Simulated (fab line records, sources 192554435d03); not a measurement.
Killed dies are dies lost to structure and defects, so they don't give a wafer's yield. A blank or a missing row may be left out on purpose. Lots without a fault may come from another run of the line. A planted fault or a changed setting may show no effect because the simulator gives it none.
A struck lot beside a sound one | flow n5_finfet | 16 steps out of a route of 1938
Sound: wafers L701.1, L701.3, L701.6. Struck: wafer L703.1. (L703.2 of the same lot was not struck and is left out.) The cause comes at the end.
At each step with rows: each side's tool, then ch and its chambers, then its first start. Under that, the readings that differ: sound wafers | struck wafers | difference of the means | sigmas: that difference in standard deviations of wafers without a fault.
alike: readings whose means differ by less than 2 such deviations, and words and numbers that are the same on both sides. not compared: withheld readings, readings that some wafer has no value for, bounds like >300 that may hide the same value, and numbers for which the record gives no deviation and whose values overlap.
The two part at a step that has a row with sigmas, a row that says differs or no value, or rows on one side only. Numbers that don't overlap but have no deviation are shown without sigmas and don't part them. A reading that every wafer of one side lacks parts them only if that side has two wafers or more.

first, 6 steps without rows for these wafers: N5_BEOL_M2_COAT_22 (resist thk 30 nm); N5_BEOL_M2_EBR_24; N5_BEOL_M2_SOFTBAKE_23 (time 60 s); N5_BEOL_M2_EXPOSE_25 (exposes mask V1, defocus 5 nm); N5_BEOL_M2_PEB_26 (peb time 60 s); N5_BEOL_M2_DEVELOP_27 (develop time 30 s).
N5_BEOL_M2_CD_MEAS_28: target cd 26.2 nm, target cd y 24.1 nm.
  sound on cd_sem-02 ch 0, day 10 02:43; struck on cd_sem-02 ch 0, day 10 23:12
  alike: cd_nm
N5_BEOL_M2_OVL_MEAS_29:
  sound on overlay-01 ch 0, day 10 02:44; struck on overlay-02 ch 0, day 10 23:14
  alike: V1_OVL
N5_BEOL_M2_INSPECT_30: inspects for defects (brightfield).
  sound on defect_inspect-02, day 10 02:48; struck on defect_inspect-01, day 10 23:17
  alike: raw_defect_count
N5_BEOL_M2_DESCUM_33: chemistry O2, time 7 s.
  sound on rie_diel-02 ch 2,3, day 10 02:50; struck on rie_diel-02 ch 2, day 10 23:20
  alike: drypump_motor_current_A, oes_product_au, rf_vpp_V, showerhead_plenum_p_Torr, throttle_valve_pct
  not compared: rf_hours_counter_h
N5_BEOL_M2_ETCH_77: etches underlayer in N2/H2, target depth 6.5 nm, time 5.2 s.
  sound on rie_diel-02 ch 2,3, day 10 02:52; struck on rie_diel-02 ch 2, day 10 23:22
  alike: drypump_motor_current_A, etch_rf_on_time_s, oes_product_au, rf_vpp_V, showerhead_plenum_p_Torr, throttle_valve_pct
  not compared: rf_hours_counter_h
N5_BEOL_M2_ETCH_69: etches SiARC in CF4, target depth 15.6 nm, time 26 s.
  sound on rie_diel-02 ch 2,3, day 10 02:53; struck on rie_diel-02 ch 2, day 10 23:23
  alike: drypump_motor_current_A, etch_rf_on_time_s, oes_product_au, rf_vpp_V, showerhead_plenum_p_Torr, throttle_valve_pct
  not compared: rf_hours_counter_h
N5_BEOL_M2_ALD_98: deposits SiO2, target thk 2.5 nm, pulse time 1 s, co reactant pulse time 1 s.
  sound on ald_sin-02 ch 1,2,3, day 10 03:03; struck on ald_sin-04 ch 1, day 10 23:58
  reading                                  | sound       | struck | difference | sigmas
  ald_cycles                               | 17 17 17    | 28     | +11        |
  model.SiO2_of_BEOL_M2_ALD_98.thk_nm (nm) | 2.6 2.6 2.4 | 4.2    | +1.7       |
  alike: heater_power_w, precursor_pulse_height_rel
N5_BEOL_M2_ETCHBACK_99: etches SiO2 in CHF3, target depth 5 nm, time 10.4 s.
  sound on rie_diel-03 ch 1,2, day 10 12:47; struck on rie_diel-03 ch 3, day 11 04:55
  reading               | sound          | struck | difference | sigmas
  oes_product_au (a.u.) | 0.86 0.87 0.87 | 0.74   | -0.13      | -2
  alike: drypump_motor_current_A, rf_vpp_V, showerhead_plenum_p_Torr, throttle_valve_pct
  not compared: rf_hours_counter_h
N5_BEOL_M4_RC_MEAS_101:
  sound on prober-01 ch 0, day 11 16:34; struck on prober-02 ch 0, day 12 15:31
  reading   | sound                | struck | difference | sigmas
  VT_P (mV) | -246.5 -247.1 -247.3 | -252.6 | -5.6       | -2
  alike: DIBL_N, DIBL_P, IOFF_N, IOFF_P, ION_N, ION_P, SS_N, SS_P, VT_N
N5_PASSIVATION_PROBE_49:
  the record has rows for the sound wafers here (prober-02, day 16 00:44) and none for the struck ones

WHERE THEY PART
First at N5_BEOL_M2_ETCHBACK_99; last, within this record, at N5_PASSIVATION_PROBE_49.

WHY: what the simulator had put in
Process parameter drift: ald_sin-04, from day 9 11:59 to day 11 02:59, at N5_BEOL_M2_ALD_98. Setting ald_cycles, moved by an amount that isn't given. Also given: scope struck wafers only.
